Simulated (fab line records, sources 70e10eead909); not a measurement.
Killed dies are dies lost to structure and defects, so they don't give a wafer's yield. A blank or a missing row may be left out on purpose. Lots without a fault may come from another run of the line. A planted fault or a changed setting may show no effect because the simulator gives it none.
One fault seen from 3 desks | flow nand_harc | each desk has only its own numbers; what lay behind them comes last

THE METROLOGY DESK
What the gauges read, lot by lot, whatever tool the lot ran on: means of the sampled wafers that have a number. A lot is out of limits, marked OUT, if its mean lies more than 4 standard deviations from the usual mean; the brackets give that distance.
Columns: A = cd_nm at NHARC_A_BLC_CD_MEAS_10, usual 100.0 nm; B = overlay_x_nm at NHARC_A_BLC_OVL_MEAS_11, usual -0.1 nm; C = overlay_y_nm at NHARC_A_BLC_OVL_MEAS_11, usual -0.1 nm
lot  | first seen here | A     | B    | C
L503 | day 17 17:10    | 99.3  | 0.3  | 0.2
L505 | day 18 11:08    | 100.2 | 0.4  | -1.0
L509 | day 19 13:28    | 101.2 | 0.9  | -0.2
L506 | day 19 14:04    | 100.8 | -1.6 | 0.0
L510 | day 19 19:22    | 100.9 | 1.7  | 0.7
L519 | day 21 21:04    | 100.5 | 1.5  | 0.5
L520 | day 22 00:55    | 100.0 | 0.3  | 0.2
This desk's finding: nothing out of limits on any of the 7 lots.

THE DEFECT DESK
What the inspections along the route counted, lot by lot: means of the sampled wafers that have a number. A lot is out of limits, marked OUT, if its mean lies more than 4 standard deviations from the usual mean; the brackets give that distance.
Columns: A = raw_defect_count at NHARC_A_CONTACT_INSPECT_23, usual 400; B = raw_defect_count at NHARC_A_BLC_INSPECT_12, usual 30
lot  | first seen here | A   | B
L503 | day 17 16:39    | 560 | 34
L505 | day 18 10:38    | 301 | 33
L509 | day 19 13:04    | 381 | 25
L506 | day 19 13:32    | 583 | 38
L510 | day 19 18:52    | 629 | 31
L519 | day 21 20:34    | 400 | 22
L520 | day 22 00:25    | 317 | 59
This desk's finding: nothing out of limits on any of the 7 lots.

THE TOOL OWNER'S DESK: litho_track-04
The tool's own readings at NHARC_A_BLC_SOFTBAKE_05 (time 55 s): means of the sampled wafers that have a number, for each lot that ran on this tool. A lot is out of limits, marked OUT, if its mean lies more than 4 standard deviations from the usual mean; the brackets give that distance.
Columns: A = heater_power_total_W at NHARC_A_BLC_SOFTBAKE_05, usual 188.44 W
lot  | first seen here | A
L505 | day 18 10:00    | 188.58
L506 | day 19 13:00    | 165.60 (-99 or more) OUT
L509 | day 19 13:00    | 165.51 (-99 or more) OUT
L510 | day 19 18:00    | 165.45 (-99 or more) OUT
This desk's finding: out of limits on L506, L509, L510; first on L506, day 19 13:00 (heater_power_total_W at NHARC_A_BLC_SOFTBAKE_05). In limits: L505.

PUT TOGETHER
The tool owner's desk could have raised an alarm at day 19 13:00, on L506, L509, L510.
The metrology desk saw nothing out of limits.
The defect desk saw nothing out of limits.
The metrology desk has L506, L509, L510 on record, within its limits.
The defect desk has L506, L509, L510 on record, within its limits.
Of the lots named, all ran NHARC_A_BLC_SOFTBAKE_05 on litho_track-04.

WHAT THE SIMULATOR HAD PUT IN
Process parameter drift: litho_track-04, from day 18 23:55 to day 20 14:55, at NHARC_A_BLC_SOFTBAKE_05. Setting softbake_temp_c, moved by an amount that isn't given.
Lots struck among those shown: L506, L509, L510.
Hours from the fault's start to each desk's first reading out of limits: the tool owner's desk, 13.
